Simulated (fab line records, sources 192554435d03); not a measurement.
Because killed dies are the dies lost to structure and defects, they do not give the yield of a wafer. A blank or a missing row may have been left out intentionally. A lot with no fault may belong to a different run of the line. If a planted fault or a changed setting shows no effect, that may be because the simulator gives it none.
Matching of chambers	flow n5Finfet	N5_BEOL_M8_ALD_77 on aldMetal-04: 4 sister chambers
The step deposits TaN, target thk 2 nm, pulse time 2 s, purge time 3 s. 20 wafers are shown with their chamber, then 10 later ones without.

WAFERS, EACH WITH ITS CHAMBER
wafer	chamber	heaterPowerW (W)
L078.3	2	426
L078.4	1	400
L078.6	1	394
L083.3	0	421
L083.4	1	403
L083.5	0	421
L082.2	3	376
L082.5	1	396
L082.6	2	410
L084.2	2	421
L084.4	1	413
L084.6	2	421
L092.2	2	409
L092.3	0	429
L092.4	1	396
L093.1	1	399
L093.2	0	423
L093.5	1	397
L094.1	3	375
L094.5	1	399

SIGNATURES, as means of the wafers listed above
reading	chamber 0	chamber 1	chamber 2	chamber 3	scatter within a chamber
heaterPowerW	423.50	399.67	417.40	375.50	5.73
Rule: for each reading, subtract the chamber's mean from the wafer's reading, divide by that reading's scatter and square the result; add these up over the readings and take the root, which gives the wafer's distance from the chamber. If the next closest chamber is less than 2 further off than the closest, the wafer can't be placed; otherwise it belongs to the closest. The scatter: take each reading less its chamber's mean, square it, sum over the shown wafers, divide by the number of wafers less the number of chambers, and take the root.

WAFERS WITHOUT THEIR CHAMBER
wafer	heaterPowerW (W)
L094.6	422
L095.1	408
L095.3	381
L095.4	428
L096.1	435
L096.3	368
L096.4	422
L097.2	364
L097.4	419
L097.5	394

EACH ONE'S CHAMBER
wafer	from the rows above	in truth
L094.6	can't be placed: 0 or 2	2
L095.1	can't be placed: 1 or 2 or 0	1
L095.3	3	3
L095.4	can't be placed: 0 or 2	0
L096.1	can't be placed: 0 or 2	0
L096.3	3	3
L096.4	can't be placed: 0 or 2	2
L097.2	3	3
L097.4	can't be placed: 2 or 0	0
L097.5	1	1
Correct placement for 4 of the 10. Can't be placed from these rows: 6 (the true chamber is among the candidates in 6). Wrongly placed: 0.
